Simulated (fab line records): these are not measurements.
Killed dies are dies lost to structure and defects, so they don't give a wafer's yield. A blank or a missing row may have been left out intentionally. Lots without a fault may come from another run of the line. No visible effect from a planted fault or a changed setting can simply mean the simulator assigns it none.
Struck lot and sound lot, side by side / flow nand-harc / 24 steps out of a route of 1302
Sound: these wafers, L430.2, L430.5, L430.6. Struck: wafer L433.4. (L433.2 of the same lot was not struck and is left out.) The cause comes at the end.
For every step that has rows: the tool of each side, followed by ch and its chambers, followed by its first start. Under that, the readings that differ: sound wafers / struck wafers / difference of the means / sigmas: that difference in standard deviations of wafers without a fault.
alike: a reading whose means differ by less than 2 such deviations, as well as words and numbers matching on both sides. not compared: withheld readings; readings where some wafer has no value; bounds like >300 that might hide an equal value; numbers whose values overlap and for which the record gives no deviation.
Wherever a step has rows on one side only, a row that says differs or no value, or a row with sigmas, the two part there. Numbers that have no deviation but don't overlap get no sigmas and don't part them. A reading that every wafer of one side lacks parts them only if that side has two wafers or more.

first, 4 steps without rows for these wafers: NHARC_P_GATE_PRECLEAN_71 (cleans in SC1); NHARC_P_GATE_SRD_72; NHARC_P_GATE_OXIDE_16 (material SiO2, target thk 3 nm, ox time 392 s); NHARC_P_GATE_CVD_17 (deposits poly-Si, target thk 150 nm, time 900 s).
NHARC_P_GATE_HM_DEP_102: deposits aC, target thk 120 nm.
  sound on acl-dep-01 ch 0, day 5 10:07; struck on acl-dep-02 ch 0, day 9 04:47
  alike: throttle-valve-pct
NHARC_P_GATE_DEP_103: deposits SiON, target thk 30 nm.
  sound on pecvd-02 ch 0,1, day 5 10:42; struck on pecvd-02 ch 1, day 9 05:23
  alike: heater-power-w
then, 6 steps without rows for these wafers: NHARC_P_GATE_DEHYDRATE_18 (time 120 s); NHARC_P_GATE_HMDS_19 (time 30 s); NHARC_P_GATE_COAT_20 (resist thk 90 nm); NHARC_P_GATE_SOFTBAKE_21 (time 55 s); NHARC_P_GATE_EBR_22; NHARC_P_GATE_EXPOSE_23 (exposes mask P GATE, target cd 120 nm).
NHARC_P_GATE_PEB_24: peb time 65 s.
  sound on litho-track-04 ch 0, day 5 11:08; struck on litho-track-06 ch 0, day 9 05:49
reading=heater-power-total-W (W); sound=157.0 156.4 156.4; struck=165.0; difference=+8.4; sigmas=+20
then, 1 step without rows for these wafers: NHARC_P_GATE_DEVELOP_25 (develop time 35 s).
NHARC_P_GATE_CD_MEAS_26: target cd 120 nm.
  sound on cd-sem-03 ch 0, day 5 11:14; struck on cd-sem-01 ch 0, day 9 05:53
reading=cd-nm (nm); sound=119.6 120.1 118.9; struck=122.7; difference=+3.2; sigmas=+5
NHARC_P_GATE_OVL_MEAS_27:
  sound: overlay-02 at day 5 11:19; struck: overlay-01 at day 9 05:59
  alike: overlay-x-nm, overlay-y-nm
NHARC_P_GATE_INSPECT_28:
  sound: defect-inspect-01 at day 5 11:21; struck: defect-inspect-02 at day 9 06:01
  alike: raw-defect-count
NHARC_P_GATE_DESCUM_31: chemistry O2, time 3 s.
  sound on rie-diel-05 ch 0,2,3, day 5 11:26; struck on rie-diel-09 ch 3, day 9 06:04
reading=model.P_GATE.cd-nm (nm); sound=119.5 120 118.7; struck=123.3; difference=+3.9; sigmas=
  alike: drypump-motor-current-A, oes-product-au, rf-vpp-V, showerhead-plenum-p-Torr, throttle-valve-pct
  not compared: rf-hours-counter-h
NHARC_P_GATE_ETCH_104: etches the open film in CF4/CHF3, target depth 60 nm.
  sound on rie-diel-05 ch 0,1,2, day 5 11:31; struck on rie-diel-09 ch 3, day 9 06:10
reading=bias-w (W); sound=199.2 199.5 198.4; struck=200.4; difference=+1.4; sigmas=+2
reading=drypump-motor-current-A (A); sound=6.0 5.0 5.5; struck=6.5; difference=+1.0; sigmas=+2
  alike: oes-product-au, rf-vpp-V, showerhead-plenum-p-Torr, throttle-valve-pct
NHARC_P_GATE_HM_OPEN_105: chemistry O2/COS, target depth 360 nm.
  sound on rie-diel-05 ch 0,1,3; struck on rie-diel-09 ch 0
reading=rf-vpp-V (V); sound=463.6 469.7 466.6; struck=461.3; difference=-5.3; sigmas=-2
  alike: bias-w, cos-flow-sccm, drypump-motor-current-A, oes-product-au, showerhead-plenum-p-Torr, throttle-valve-pct
  not compared: rf-hours-counter-h
then, 1 step without rows for these wafers: NHARC_P_GATE_STRIP_106 (strips in O2/COS).
NHARC_P_GATE_ETCH_114: etches the open film in CF4/O2, target depth 30 nm, overetch 3 nm, time 16.5 s.
  sound on rie-diel-05 ch 0,1; struck on rie-diel-09 ch 1
  alike: bias-w, drypump-motor-current-A, oes-product-au, rf-vpp-V, showerhead-plenum-p-Torr, throttle-valve-pct
  not compared: rf-hours-counter-h, model.P_GATE.cd-nm
NHARC_P_GATE_ETCH_32: etches the open film in HBr/Cl2, target depth 150 nm, time 100.1 s.
  sound on rie-si-04 ch 0,2,3, day 5 11:54; struck on rie-si-04 ch 0, day 9 06:34
  alike: bias-w, drypump-motor-current-A, oes-product-au, throttle-valve-pct
  not compared: rf-hours-counter-h
NHARC_END_SORT_01:
  the record has rows for the sound wafers here (prober-02 ch 0, day 24 22:38) and none for the struck ones

## WHERE THEY PART
First at NHARC_P_GATE_PEB_24; last, within this record, at NHARC_END_SORT_01.

WHY: what had been put in by the simulator
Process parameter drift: litho-track-06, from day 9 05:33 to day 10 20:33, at NHARC_P_GATE_PEB_24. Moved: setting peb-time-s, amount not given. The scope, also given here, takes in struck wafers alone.
